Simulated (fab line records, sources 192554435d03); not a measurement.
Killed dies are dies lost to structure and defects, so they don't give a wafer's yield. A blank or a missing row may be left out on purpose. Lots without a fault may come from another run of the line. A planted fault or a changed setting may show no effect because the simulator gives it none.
A struck lot beside a sound one | flow n5_finfet | 34 steps out of a route of 1938
Sound: wafers L630.1, L630.5, L630.6. Struck: wafer L638.1. (L638.3, L638.6 of the same lot were not struck and are left out.) The cause comes at the end.
At each step with rows: each side's tool, then ch and its chambers, then its first start. Under that, the readings that differ: sound wafers | struck wafers | difference of the means | sigmas: that difference in standard deviations of wafers without a fault.
alike: readings whose means differ by less than 2 such deviations, and words and numbers that are the same on both sides. not compared: withheld readings, readings that some wafer has no value for, bounds like >300 that may hide the same value, and numbers for which the record gives no deviation and whose values overlap.
The two part at a step that has a row with sigmas, a row that says differs or no value, or rows on one side only. Numbers that don't overlap but have no deviation are shown without sigmas and don't part them. A reading that every wafer of one side lacks parts them only if that side has two wafers or more.

first, 9 steps without rows for these wafers: N5_SD_EPI_P_DEVELOP_08 (develop time 30 s); N5_SD_EPI_P_DESCUM_14 (chemistry O2, time 7.9 s); N5_SD_EPI_P_ETCH_36 (etches SiARC in CF4, target depth 45.5 nm, time 75.8 s); N5_SD_EPI_P_ETCH_37 (etches SOC in N2/H2, overetch 108 nm, time 486 s); N5_SD_EPI_P_STRIP_38 (strips in N2/H2); N5_SD_EPI_P_ETCHBACK_46 (etches SiNx in CH3F/O2, stops on SiO2, target depth 17.5 nm); N5_SD_EPI_P_ETCH_47 (etches SiOCN in CH3F/O2, target depth 25 nm); N5_SD_EPI_P_ETCH_16 (etches SiO2 in CHF3/O2, target depth 5 nm); N5_SD_EPI_P_STRIP_50 (strips in CHF3/O2).
N5_SD_EPI_P_SD_RECESS_17: chemistry HBr/Cl2/O2, target depth 39.1 nm, bt time 3 s.
  sound on rie_si-03 ch 0,2,3, day 5 00:22; struck on rie_si-02 ch 1, day 7 00:17
  reading                              | sound             | struck | difference | sigmas
  model.SD_EPI_P.feature_depth_nm (nm) | 38.8 39.8 38.4    | 53.8   | +14.8      |
  model.etch.depth_nm (nm)             | 38.75 39.78 38.49 | 53.75  | +14.74     |
  alike: bias_w, drypump_motor_current_A, oes_product_au, throttle_valve_pct
  not compared: rf_hours_counter_h
then, 22 steps without rows for these wafers: N5_SD_EPI_P_WET_ETCH_45 (etches SiO2 in dHF, time 10.7 s, target depth 2 nm, rinse time 30 s); N5_SD_EPI_P_STRIP_40 (strips in N2/H2); N5_SD_EPI_P_PRECLEAN_52 (cleans in O3/DIW, time 60 s); N5_SD_EPI_P_SRD_20 (time 30 s); N5_SD_EPI_P_PRECLEAN_51 (cleans in NF3:NH3, afs cycles 1, time 20 s, sublimation time 60 s); N5_SD_EPI_P_VAPOR_ETCH_44 (etches SiGe30 in NF3/Ar, time 3.3 s); N5_SD_EPI_P_EPI_21 (deposits SiGe:B, time 355 s); N5_SD_EPI_P_HM_STRIP_48 (strips SiNx in H3PO4, material SiNx, target depth 3 nm); N5_SD_EPI_P_SRD_49 (time 30 s); N5_SD_EPI_P_PRECLEAN_24 (cleans in O3/DIW, time 45 s); N5_SD_EPI_P_PRECLEAN_32 (cleans in dHF, time 10 s); N5_SD_EPI_P_PRECLEAN_33 (cleans in SC2, time 45 s); N5_SD_EPI_P_SRD_25 (time 30 s); N5_SD_ACTIVATION_RTA_00 (time 0 s); N5_SD_ACTIVATION_LSA_01 (time 0.0008 s); N5_ILD0_LINER_00 (material SiNx, target thk 4 nm, pulse time 1 s, purge time 2 s); N5_ILD0_FCVD_FILL_01 (material SiO2 flowable, target thk 200 nm, time 328.3 s); N5_ILD0_CURE_02 (time 1800 s); N5_ILD0_CMP_03 (polishes, stops on SiNx, t overpolish 1.9 s, target thk 197.38 nm); N5_ILD0_CMP_07 (polishes SiO2 flowable, stops on poly-Si, t overpolish 1.18 s, target thk 138.88 nm); N5_ILD0_PRECLEAN_10 (cleans in NF3:NH3, afs cycles 5, time 20 s, sublimation time 60 s); N5_ILD0_ALD_15 (deposits SiNx, target thk 24 nm, pulse time 1 s, ald cycles 480).
-- the record jumps here: 5 days lie between the struck wafers' starts before and after (it left off in module ILD0 and takes up again in module BEOL_M4, whose first step shown is number 1111 of the route) --
N5_BEOL_M4_RC_MEAS_101:
  sound on prober-01 ch 0, day 9 18:23; struck on prober-01 ch 0, day 11 13:14
  reading            | sound               | struck | difference | sigmas
  CJ_P               | 5.66 5.97 5.53      | 4.72   | -1.00      | -6
  DIBL_P (mV/V)      | 33.3 35.3 35.2      | 82.4   | +47.8      | +25
  IOFF_P (nA/um)     | 0.17 0.20 0.19      | 10.86  | +10.67     | +99 or more
  IOFF_P_85C (nA/um) | 3.1 3.5 3.4         | 99.0   | +95.7      | +99 or more
  IOFF_P_LIN (nA/um) | 0.085 0.097 0.093   | 0.395  | +0.303     | +22
  ION_P (uA/um)      | 447 467 464         | 514    | +55        | +7
  SS_P (mV/dec)      | 73.0 73.0 73.3      | 111.6  | +38.5      | +61
  VT_P (mV)          | -252 -248 -251      | -235   | +15        | +5
  VT_P_LVT (mV)      | -100.8 -98.5 -100.0 | -83.8  | +16.0      | +6
  alike: DIBL_N, IOFF_N, ION_N, SS_N, VT_N
-- the record jumps here: 5 days lie between the struck wafers' starts before and after (it left off in module BEOL_M4 and takes up again in module PASSIVATION, whose first step shown is number 1936 of the route) --
N5_PASSIVATION_PROBE_49:
  sound on prober-01, day 14 04:08; struck on prober-02, day 16 05:55
  reading                | sound          | struck | difference | sigmas
  sort_bin_4_leakage (%) | 0 0 0          | 89.75  | +89.75     | +99 or more
  sort_n_pass            | 1043 1050 1072 | 0      | -1055      | -59
  sort_yield_pct (%)     | 88.4 89.0 90.8 | 0      | -89        | -60
  alike: defect_limited_yield, killed_at_M0_to_M3, killed_at_M4_up, killed_at_contacts, killed_at_front_end, killed_at_other, killed_dies, killed_open, killed_short, sort_bin_5_function, sort_bin_6_memory, sort_bin_8_speed

WHERE THEY PART
First at N5_BEOL_M4_RC_MEAS_101; last, within this record, at N5_PASSIVATION_PROBE_49.

WHY: what the simulator had put in
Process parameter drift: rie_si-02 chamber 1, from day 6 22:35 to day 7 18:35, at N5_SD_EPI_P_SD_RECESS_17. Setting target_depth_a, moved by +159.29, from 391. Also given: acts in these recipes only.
